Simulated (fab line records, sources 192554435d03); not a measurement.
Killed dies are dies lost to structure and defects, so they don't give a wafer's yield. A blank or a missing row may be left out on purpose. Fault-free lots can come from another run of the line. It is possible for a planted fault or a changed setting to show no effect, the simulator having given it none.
Matching of chambers + flow n5 finfet + N5_BEOL_M5_STRIP_36 on rie diel-01: 4 sister chambers
The step strips in N2/H2. 4 wafers are shown with their chamber, then 7 later ones without.

== WAFERS, EACH WITH ITS CHAMBER ==
| wafer  | chamber | throttle valve pct (%) |
|--------|---------|------------------------|
| L084.1 | 0       | 23.61                  |
| L084.3 | 2       | 23.92                  |
| L090.1 | 1       | 22.76                  |
| L090.3 | 3       | 23.37                  |

== WAFERS WITHOUT THEIR CHAMBER ==
| wafer  | throttle valve pct (%) |
|--------|------------------------|
| L090.4 | 23.67                  |
| L094.3 | 22.83                  |
| L094.4 | 23.63                  |
| L094.5 | 23.34                  |
| L095.1 | 23.97                  |
| L095.2 | 23.63                  |
| L095.6 | 23.60                  |

== CHAMBER TAKEN BY EACH ==
| wafer  | from the rows above | in truth |
|--------|---------------------|----------|
| L090.4 | 0                   | 0        |
| L094.3 | 1                   | 1        |
| L094.4 | 0                   | 0        |
| L094.5 | 3                   | 3        |
| L095.1 | 2                   | 2        |
| L095.2 | 0                   | 0        |
| L095.6 | 0                   | 0        |
Correct placement for 7 of the 7. Number that these rows cannot place: 0. Placed wrongly: 0.
How it was worked out, from the rows above alone: a wafer's distance from a chamber is the root of the sum, over the readings, of the square of ((its reading less the chamber's mean) divided by the reading's scatter). If the next closest chamber is less than 2 further off than the closest, the wafer can't be placed; otherwise it belongs to the closest. A chamber's mean is the mean of its shown wafers. The scatter: with one shown wafer a chamber, the root of the mean of the squares of how far each hidden wafer lies from its nearest shown one.
